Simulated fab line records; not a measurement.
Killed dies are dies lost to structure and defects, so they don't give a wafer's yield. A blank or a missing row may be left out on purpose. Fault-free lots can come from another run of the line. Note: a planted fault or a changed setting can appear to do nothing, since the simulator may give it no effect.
fab line records	flow n5_finfet	part 1 of 2: steps 1 to 4 of 6
[record] lots = 24	wafers = 72	last_day = 18
route steps=1938 shown FIN_CUT@174 STI_FIN_REVEAL@211 DUMMY_GATE@218
lots that met no fault: from a run of the same line without faults
start_h: hours from the record's opening day to when the first of the lot's shown wafers began	wait_h: hours from the lot's prior step to this one	" unchanged from the row above	L1.1+2: one row covering several wafers at once	- either no value or no given start	* or withheld: withheld	< > ~ a bound
route shown NAME@n: a module of which the file shows steps, and the number in the route of the first	usual: mean and standard deviation over wafers with no fault	same: alike in all rows	chamber/n: place in a boat	sites: readings site by site	_std_site: standard deviation across them	_edge_site: the outer-site mean with the inner-site mean subtracted	radius_mm: how far each site lies from the wafer's centre	mask NAME#n: copy n	behind: tool/chamber where the wafer was last shaped	hold: reason for holding the lot/hours on hold/outcome of the hold	device: transistor that didn't switch, given as n, p or np	end of line: the same wafers' tests at the end of the route	step lacking rows: just its recipe	killed: at the first sort, the dies lost to defects and structure; wafer yield is something else	map: shows each die of a wafer: x if killed, . if not, _ if none is there
set.NAME: the setting as run; set.NAME@STEP: as run at that earlier step	model.NAME: the simulator's own value behind a step, which no gauge read
route steps across a sampled set of lots; one table per step, one row per wafer
services: when a tool's chamber went out of use (start_h, in hours from the record's first day, below 0 if earlier), for how many hours, and the reason
[[steps]]
[step N5_FIN_CUT_CUT_ETCH_27]
[recipe] chemistry = CHF3/O2	target = SiO2	target_depth_a = 40	mask_material = SOC	overetch_a = 20	time_s = 4.9	pressure_mtorr = 30	source_w = 650	bias_w = 170	Ar_flow_sccm = 200	CHF3_flow_sccm = 50	O2_flow_sccm = 5	ion_energy_ev = 200
[usual] drypump_motor_current_A = 5.7/0.35	mfc_ar_sccm = 200.0/0.68	oes_product_au = 0.61/0.049	rf_vpp_V = 523/4	showerhead_plenum_p_Torr = 2.41/0.094	throttle_valve_pct = 18.89/0.19
lot.wafer	tool	chamber	start_h	wait_h	drypump_motor_current_A	mfc_ar_sccm	oes_product_au	rf_hours_counter_h	rf_vpp_V	showerhead_plenum_p_Torr	throttle_valve_pct
L074.1	rie_diel-06	3	26.41	0.0	5.3	199.3	0.56	222	522	2.29	18.74
L074.2	"	0	"	"	5.7	199.9	0.68	63	523	2.54	18.80
L074.3	"	2	"	"	5.9	199.5	0.60	121	517	2.33	19.10
L075.1	rie_diel-05	2	32.52	0.0	6.0	200.8	0.59	159	524	2.50	18.58
L075.5	"	2	"	"	6.0	200.7	0.59	-	523	2.50	18.57
L075.6	"	1	"	"	5.2	200.0	0.55	-	515	2.38	19.11
L076.1	rie_diel-05	1	38.80	0.0	5.2	199.3	0.56	239	516	2.38	19.11
L076.3	"	3	"	"	5.6	200.2	0.56	228	525	2.39	18.98
L076.4	"	0	"	"	6.1	198.7	0.59	124	524	2.43	18.80
L077.1	rie_diel-02	0	44.81	0.0	5.4	200.7	0.58	196	522	2.49	18.80
L077.5	"	2	"	"	5.5	199.5	0.65	-	523	2.34	18.65
L077.6	"	3	"	"	5.4	199.5	0.63	-	529	2.41	18.83
L078.3	rie_diel-06	2	52.01	0.0	5.8	199.7	0.60	127	515	2.32	19.11
L078.4	"	3	"	"	5.3	199.9	0.56	228	521	2.29	18.74
L078.6	"	1	"	"	5.9	198.8	0.63	-	528	2.24	19.15
L079.2	rie_diel-06	2	57.41	0.0	5.9	200.5	0.60	128	516	2.32	19.10
L079.3	"	0	"	"	5.7	199.8	0.68	70	524	2.54	18.82
L079.4	"	3	"	"	5.3	200.1	0.57	229	521	2.29	18.77
L080.1	rie_diel-05	1	64.64	0.0	5.2	199.2	0.55	246	516	2.37	19.11
L080.3	"	2	"	"	6.0	200.1	0.59	169	524	2.49	18.57
L080.5	"	2	"	"	6.0	200.2	0.58	-	523	2.49	18.55
L081.1	rie_diel-05	1	69.75	0.0	5.2	200.9	0.56	248	515	2.37	19.12
L081.4	"	2	"	"	6.1	199.7	0.59	-	523	2.49	18.56
L081.6	"	1	"	"	5.2	199.6	0.55	-	514	2.37	19.13
L082.1	rie_diel-02	2	74.72	0.0	5.5	199.8	0.64	79	520	2.34	18.66
L082.4	"	1	"	"	6.4	200.8	0.65	67	527	2.54	19.10
L082.5	"	0	"	"	5.4	201.9	0.58	-	522	2.48	18.79
L083.2	rie_diel-06	1	82.61	0.0	5.9	200.2	0.62	107	525	2.24	19.18
L083.5	"	1	"	"	5.9	199.9	0.62	-	526	2.24	19.15
L083.6	"	0	"	"	5.8	199.2	0.68	-	523	2.54	18.84
L084.1	rie_diel-02	1	87.85	0.0	6.3	199.1	0.65	71	526	2.54	19.11
L084.4	"	0	"	"	5.4	200.3	0.57	209	523	2.48	18.80
L084.5	"	1	"	"	6.3	199.9	0.65	-	527	2.54	19.10
L085.1	rie_diel-02	2	95.53	0.0	5.5	200.1	0.63	84	522	2.34	18.67
L085.4	"	0	"	"	5.4	200.0	0.56	211	523	2.48	18.81
L085.6	"	2	"	"	5.5	199.7	0.64	-	522	2.34	18.69
L086.1	rie_diel-02	3	101.41	0.0	5.5	201.4	0.62	135	529	2.40	18.85
L086.4	"	0	"	"	5.4	198.7	0.57	213	524	2.48	18.82
L086.5	"	2	"	"	5.5	200.9	0.63	-	521	2.34	18.66
L087.3	rie_diel-06	2	105.21	0.0	5.9	200.3	0.59	142	515	2.32	19.11
L087.4	"	1	"	"	5.9	199.6	0.61	113	526	2.24	19.20
L087.6	"	1	"	"	5.9	199.7	0.62	-	527	2.24	19.17
L088.1	rie_diel-02	2	112.79	0.0	5.5	199.7	0.63	90	522	2.34	18.68
L088.2	"	3	"	"	5.5	200.6	0.61	138	530	2.40	18.87
L088.6	"	1	"	"	6.3	199.3	0.64	-	527	2.53	19.12
L089.1	rie_diel-06	0	117.88	0.0	5.8	200.1	0.67	88	525	2.53	18.85
L089.2	"	2	"	"	5.9	200.1	0.59	145	515	2.32	19.14
L089.4	"	3	"	"	5.3	200.5	0.55	245	521	2.28	18.77
L090.1	rie_diel-05	0	123.92	0.0	6.1	200.4	0.59	148	524	2.42	18.82
L090.2	"	1	"	"	5.2	200.7	0.72	10	516	2.37	18.74
L090.3	"	2	"	"	6.0	201.2	0.57	190	523	2.49	18.63
L091.1	rie_diel-02	3	130.35	0.0	5.5	202.0	0.61	143	529	2.40	18.87
L091.4	"	2	"	"	5.5	200.1	0.63	94	520	2.34	18.69
L091.6	"	2	"	"	5.5	199.4	0.63	-	522	2.34	18.69
L092.1	rie_diel-06	0	134.60	0.0	5.8	198.8	0.65	92	523	2.53	18.84
L092.2	"	1	"	"	5.9	200.6	0.61	121	525	2.24	19.18
L092.3	"	2	"	"	5.9	199.1	0.59	149	516	2.32	19.14
L093.3	rie_diel-05	3	140.35	0.0	5.6	200.0	0.77	3	524	2.38	18.64
L093.4	"	0	"	"	6.1	200.5	0.58	151	524	2.42	18.84
L093.6	"	2	"	"	6.0	199.2	0.58	-	523	2.48	18.60
L094.1	rie_diel-05	2	146.68	0.0	6.0	199.3	0.57	196	522	2.48	18.60
L094.4	"	1	"	"	5.2	199.9	0.72	15	514	2.36	18.74
L094.6	"	2	"	"	6.0	199.3	0.57	-	522	2.48	18.62
L095.2	rie_diel-02	3	153.56	0.0	5.5	199.5	0.61	150	530	2.40	18.88
L095.3	"	2	"	"	5.5	199.1	0.63	101	522	2.33	18.69
L095.6	"	0	"	"	5.4	199.3	0.57	-	523	2.47	18.84
L096.1	rie_diel-02	1	159.59	0.0	6.3	199.6	0.62	94	526	2.53	19.14
L096.2	"	2	"	"	5.5	199.5	0.62	103	521	2.33	18.72
L096.5	"	2	"	"	5.5	200.2	0.63	-	521	2.33	18.72
L097.1	rie_diel-02	2	166.20	0.0	5.5	199.8	0.63	105	521	2.33	18.72
L097.4	"	1	"	"	6.3	201.0	0.62	96	527	2.53	19.15
L097.6	"	1	"	"	6.3	200.6	0.62	-	527	2.53	19.15
[step N5_FIN_CUT_STRIP_22]
[recipe] chemistry = N2/H2	power_w = 500	temp_c = 40	pressure_mtorr = 50	rf_frequency_hz = 6e+07	overash_fraction = 0.3	bias_power_w = 8	h2_frac = 0.5	n2_flow_sccm = 300	h2_flow_sccm = 300
[usual] drypump_motor_current_A = 5.7/0.34	oes_product_au = 0.77/0.067	rf_vpp_V = 54.3/2.3	showerhead_plenum_p_Torr = 3.34/0.13	throttle_valve_pct = 18.9/0.33
lot.wafer	tool	chamber	start_h	wait_h	drypump_motor_current_A	oes_product_au	rf_hours_counter_h	rf_vpp_V	showerhead_plenum_p_Torr	throttle_valve_pct
L074.1	rie_diel-02	3	26.68	0.0	5.5	0.80	115	52.3	3.37	18.9
L074.2	"	0	"	"	5.4	0.74	192	55.1	3.46	18.9
L074.3	"	2	"	"	5.5	0.85	66	52.2	3.27	18.4
L075.1	rie_diel-06	2	32.79	0.0	5.9	0.76	122	55.8	3.25	19.3
L075.5	"	0	"	"	5.8	0.84	-	50.5	3.55	19.1
L075.6	"	3	"	"	5.3	0.71	-	55.8	3.18	18.7
L076.1	rie_diel-02	2	39.07	0.0	5.5	0.80	68	57.5	3.27	18.4
L076.3	"	3	"	"	5.5	0.80	117	52.2	3.37	18.9
L076.4	"	0	"	"	5.4	0.72	-	56.8	3.46	19.0
L077.1	rie_diel-05	2	45.20	0.2	6.1	0.73	163	57.2	3.49	18.3
L077.5	"	2	"	"	6.0	0.72	-	54.9	3.49	18.2
L077.6	"	1	"	"	5.2	0.71	-	57.6	3.31	19.1
L078.3	rie_diel-05	1	52.28	0.0	5.2	0.71	243	52.9	3.30	19.1
L078.4	"	2	"	"	6.1	0.74	165	57.8	3.49	18.2
L078.6	"	3	"	"	5.6	0.68	-	55.7	3.32	19.5
L079.2	rie_diel-06	1	57.68	0.0	6.0	0.80	99	51.2	3.13	19.0
L079.3	"	0	"	"	5.7	0.82	70	56.3	3.55	19.1
L079.4	"	3	"	"	5.3	0.70	229	56.7	3.17	18.7
L080.1	rie_diel-05	3	64.94	0.1	5.6	0.68	236	53.7	3.32	19.5
L080.3	"	1	"	"	5.2	0.69	246	54.4	3.30	19.1
L080.5	"	2	"	"	6.0	0.71	-	57.0	3.48	18.3
L081.1	rie_diel-06	3	70.02	0.0	5.3	0.70	232	54.8	3.17	18.7
L081.4	"	2	"	"	5.9	0.75	132	47.9	3.24	19.4
L081.6	"	3	"	"	5.3	0.69	-	54.1	3.17	18.7
L082.1	rie_diel-06	0	74.99	0.0	5.8	0.86	76	52.3	3.54	19.2
L082.4	"	2	"	"	5.9	0.73	134	53.5	3.24	19.4
L082.5	"	1	"	"	6.0	0.78	-	53.9	3.13	19.1
L083.2	rie_diel-06	2	83.05	0.1	5.9	0.74	136	53.5	3.24	19.3
L083.5	"	0	"	"	5.7	0.83	-	58.6	3.54	19.1
L083.6	"	3	"	"	5.3	0.69	-	53.5	3.17	18.7
L084.1	rie_diel-06	0	88.14	0.0	5.8	0.85	80	55.6	3.54	19.2
L084.4	"	2	"	"	5.9	0.76	137	50.8	3.24	19.3
L084.5	"	2	"	"	5.9	0.75	-	53.8	3.24	19.4
L085.1	rie_diel-02	1	96.02	0.0	6.3	0.84	73	52.8	3.55	19.2
L085.4	"	0	"	"	5.4	0.72	211	59.9	3.45	18.9
L085.6	"	0	"	"	5.4	0.73	-	55.6	3.45	18.9
L086.1	rie_diel-02	1	101.76	0.1	6.3	0.85	75	54.5	3.55	19.2
L086.4	"	0	"	"	5.4	0.73	213	55.5	3.45	19.0
L086.5	"	0	"	"	5.4	0.71	-	53.8	3.45	18.9
L087.3	rie_diel-02	0	105.48	0.0	5.4	0.71	214	56.5	3.45	19.0
L087.4	"	1	"	"	6.3	0.79	76	60.1	3.55	19.2
L087.6	"	2	"	"	5.5	0.81	-	56.9	3.26	18.4
L088.1	rie_diel-05	2	113.06	0.0	6.0	0.72	186	54.4	3.47	18.3
L088.2	"	1	"	"	5.2	0.95	6	55.5	3.30	18.7
L088.6	"	0	"	"	6.2	0.76	-	53.5	3.36	19.0
L089.1	rie_diel-06	1	118.15	0.0	5.9	0.78	116	49.6	3.12	19.1
L089.2	"	2	"	"	5.9	0.76	145	57.9	3.23	19.4
L089.4	"	3	"	"	5.3	0.68	245	50.8	3.16	18.7
L090.1	rie_diel-05	2	124.23	0.1	6.0	0.72	190	51.1	3.47	18.3
L090.2	"	0	"	"	6.2	0.75	148	53.1	3.36	19.1
L090.3	"	1	"	"	5.2	0.91	10	55.4	3.29	18.7
L091.1	rie_diel-02	0	131.18	0.0	5.4	0.71	222	52.1	3.45	19.0
L091.4	"	3	"	"	5.6	0.75	143	53.1	3.36	19.0
L091.6	"	0	"	"	5.4	0.70	-	53.6	3.44	19.0
L092.1	rie_diel-06	0	134.87	0.0	5.8	0.79	92	51.7	3.54	19.2
L092.2	"	1	"	"	5.9	0.78	121	55.2	3.12	19.1
L092.3	"	3	"	"	5.3	0.67	250	55.3	3.16	18.7
L093.3	rie_diel-05	1	140.62	0.0	5.2	0.92	13	56.6	3.29	18.7
L093.4	"	0	"	"	6.2	0.75	151	55.5	3.35	19.0
L093.6	"	1	"	"	5.2	0.91	-	51.9	3.29	18.7
L094.1	rie_diel-02	3	146.95	0.0	5.5	0.75	148	56.4	3.36	19.0
L094.4	"	2	"	"	5.5	0.80	100	57.0	3.25	18.5
L094.6	"	1	"	"	6.3	0.79	-	57.1	3.54	19.2
L095.2	rie_diel-02	3	153.87	0.1	5.5	0.76	150	54.6	3.36	19.0
L095.3	"	0	"	"	5.4	0.71	230	56.4	3.44	19.0
L095.6	"	3	"	"	5.5	0.76	-	53.4	3.36	19.0
L096.1	rie_diel-05	2	159.86	0.0	6.1	0.71	199	56.4	3.47	18.3
L096.2	"	3	"	"	5.6	0.96	8	52.4	3.30	19.1
L096.5	"	1	"	"	5.2	0.91	-	52.7	3.29	18.8
L097.1	rie_diel-06	2	166.47	0.0	6.0	0.72	160	52.8	3.23	19.4
L097.4	"	1	"	"	5.9	0.77	-	51.8	3.11	19.2
L097.6	"	2	"	"	5.9	0.73	-	54.6	3.23	19.3
[step N5_STI_FIN_REVEAL_INSPECT_13]
[recipe] inspect_instrument = darkfield	mode = post_clean
[usual] raw_defect_count = 11/5.6
lot.wafer	tool	chamber	start_h	wait_h	raw_defect_count
L074.1	defect_inspect-01	-	35.63	0.0	11
L074.2	"	-	"	"	32
L074.3	"	-	"	"	22
L075.1	defect_inspect-01	-	41.89	0.0	12
L075.5	"	-	"	"	10
L075.6	"	-	"	"	13
L076.1	defect_inspect-01	-	49.25	0.0	9
L076.3	"	-	"	"	8
L076.4	"	-	"	"	10
L077.1	defect_inspect-01	-	54.30	0.0	3
L077.5	"	-	"	"	7
L077.6	"	-	"	"	5
L078.3	defect_inspect-02	-	61.94	0.0	7
L078.4	"	-	"	"	14
L078.6	"	-	"	"	15
L079.2	defect_inspect-02	-	66.89	0.0	8
L079.3	"	-	"	"	6
L079.4	"	-	"	"	10
L080.1	defect_inspect-02	-	73.80	0.0	5
L080.3	"	-	"	"	13
L080.5	"	-	"	"	7
L081.1	defect_inspect-02	-	79.10	0.0	13
L081.4	"	-	"	"	4
L081.6	"	-	"	"	15
L082.1	defect_inspect-01	-	84.00	0.0	6
L082.4	"	-	"	"	13
L082.5	"	-	"	"	3
L083.2	defect_inspect-02	-	92.52	0.0	10
L083.5	"	-	"	"	12
L083.6	"	-	"	"	20
L084.1	defect_inspect-02	-	97.22	0.0	16
L084.4	"	-	"	"	6
L084.5	"	-	"	"	16
L085.1	defect_inspect-01	-	106.64	0.0	13
L085.4	"	-	"	"	9
L085.6	"	-	"	"	21
L086.1	defect_inspect-01	-	110.87	0.0	8
L086.4	"	-	"	"	8
L086.5	"	-	"	"	6
L087.3	defect_inspect-02	-	115.94	0.0	7
L087.4	"	-	"	"	5
L087.6	"	-	"	"	2
L088.1	defect_inspect-02	-	122.73	0.0	10
L088.2	"	-	"	"	19
L088.6	"	-	"	"	12
L089.1	defect_inspect-01	-	127.34	0.0	11
L089.2	"	-	"	"	10
L089.4	"	-	"	"	21
L090.1	defect_inspect-01	-	133.12	0.0	8
L090.2	"	-	"	"	5
L090.3	"	-	"	"	11
L091.1	defect_inspect-01	-	140.21	0.0	12
L091.4	"	-	"	"	18
L091.6	"	-	"	"	9
L092.1	defect_inspect-02	-	143.78	0.0	9
L092.2	"	-	"	"	1
L092.3	"	-	"	"	23
L093.3	defect_inspect-02	-	150.29	0.0	6
L093.4	"	-	"	"	7
L093.6	"	-	"	"	5
L094.1	defect_inspect-02	-	156.41	0.0	10
L094.4	"	-	"	"	12
L094.6	"	-	"	"	7
L095.2	defect_inspect-02	-	163.89	0.0	24
L095.3	"	-	"	"	16
L095.6	"	-	"	"	18
L096.1	defect_inspect-02	-	168.91	0.0	3
L096.2	"	-	"	"	15
L096.5	"	-	"	"	6
L097.1	defect_inspect-01	-	175.42	0.0	9
L097.4	"	-	"	"	17
L097.6	"	-	"	"	7
[step N5_DUMMY_GATE_CMP_04]
[recipe] material = a-Si	post_cmp_clean = alkaline_brush
[usual] motor_current_A = 9.7/0.78	time_to_endpoint_s = 13.7/2.1
lot.wafer	tool	chamber	start_h	wait_h	motor_current_A	time_to_endpoint_s
L074.1	cmp-04	0	39.56	0.0	9.2	9.1
L074.2	"	2	"	"	11.4	11.5
L074.3	"	3	"	"	9.5	8.0
L075.1	cmp-02	3	45.86	0.1	9.5	12.4
L075.5	"	2	"	"	8.9	11.3
L075.6	"	3	"	"	9.4	14.1
L076.4	cmp-01	3	53.61	0.1	10.8	10.8
L076.1	"	0	"	"	9.8	13.4
L076.3	"	1	"	"	10.4	8.9
L077.1	cmp-02	1	58.34	0.1	10.8	13.7
L077.6	"	2	"	"	9.4	13.0
L077.5	"	3	"	"	9.6	12.6
L078.4	cmp-02	0	66.30	0.1	8.5	15.4
L078.3	"	2	"	"	9.2	14.9
L078.6	"	0	"	"	8.7	15.9
L079.3	cmp-02	3	70.86	0.1	9.1	13.8
L079.4	"	0	"	"	8.5	12.0
L079.2	"	1	"	"	10.8	14.2
L080.3	cmp-04	0	77.74	0.0	9.1	11.7
L080.1	"	2	"	"	11.3	12.6
L080.5	"	1	"	"	10.2	12.6
L081.1	cmp-04	3	83.07	0.0	9.5	14.9
L081.4	"	1	"	"	9.9	11.2
L081.6	"	3	"	"	9.6	13.2
L082.4	cmp-02	0	88.49	0.1	8.5	13.6
L082.1	"	1	"	"	10.6	14.5
L082.5	"	3	"	"	8.9	15.2
L083.2	cmp-04	2	96.92	0.1	11.1	15.4
L083.5	"	1	"	"	10.4	11.5
L083.6	"	2	"	"	11.7	11.9
L084.4	cmp-01	2	101.87	0.1	9.4	13.6
L084.1	"	3	"	"	10.3	13.2
L084.5	"	1	"	"	10.2	14.8
L085.4	cmp-02	3	111.16	0.0	9.3	15.8
L085.1	"	1	"	"	10.7	15.2
L085.6	"	3	"	"	9.3	15.0
L086.1	cmp-02	0	114.80	0.0	8.8	13.2
L086.4	"	3	"	"	9.6	16.6
L086.5	"	1	"	"	11.2	12.2
L087.4	cmp-01	2	119.87	0.0	9.3	12.9
L087.3	"	3	"	"	10.3	12.6
L087.6	"	2	"	"	9.6	13.3
L088.2	cmp-02	3	126.69	0.1	9.2	15.5
L088.1	"	0	"	"	8.8	13.1
L088.6	"	2	"	"	9.2	12.4
L089.4	cmp-01	2	133.13	0.1	9.5	13.4
L089.2	"	3	"	"	10.7	14.1
L089.1	"	0	"	"	9.8	15.5
L090.1	cmp-01	3	138.99	0.0	10.7	15.1
L090.2	"	0	"	"	9.7	16.8
L090.3	"	2	"	"	8.4	15.2
L091.1	cmp-02	2	146.03	0.1	8.5	12.9
L091.4	"	3	"	"	9.5	16.3
L091.6	"	1	"	"	10.3	12.7
L092.1	cmp-01	3	148.89	0.1	10.7	17.7
L092.3	"	0	"	"	9.7	15.1
L092.2	"	1	"	"	10.5	16.9
L093.3	cmp-04	1	157.69	0.1	10.7	16.9
L093.4	"	3	"	"	9.5	15.9
L093.6	"	1	"	"	9.5	16.3
L094.1	cmp-01	3	160.41	0.1	11.1	16.8
L094.4	"	0	"	"	9.8	18.2
L094.6	"	1	"	"	10.4	17.9
L095.2	cmp-02	2	167.83	0.0	9.5	11.1
L095.3	"	1	"	"	10.5	11.9
L095.6	"	3	"	"	9.4	13.1
L096.1	cmp-01	0	172.86	0.0	9.9	14.5
L096.2	"	3	"	"	10.9	15.0
L096.5	"	1	"	"	10.7	16.1
L097.4	cmp-01	3	181.21	0.1	10.3	15.1
L097.1	"	1	"	"	10.3	14.9
L097.6	"	2	"	"	9.7	15.8
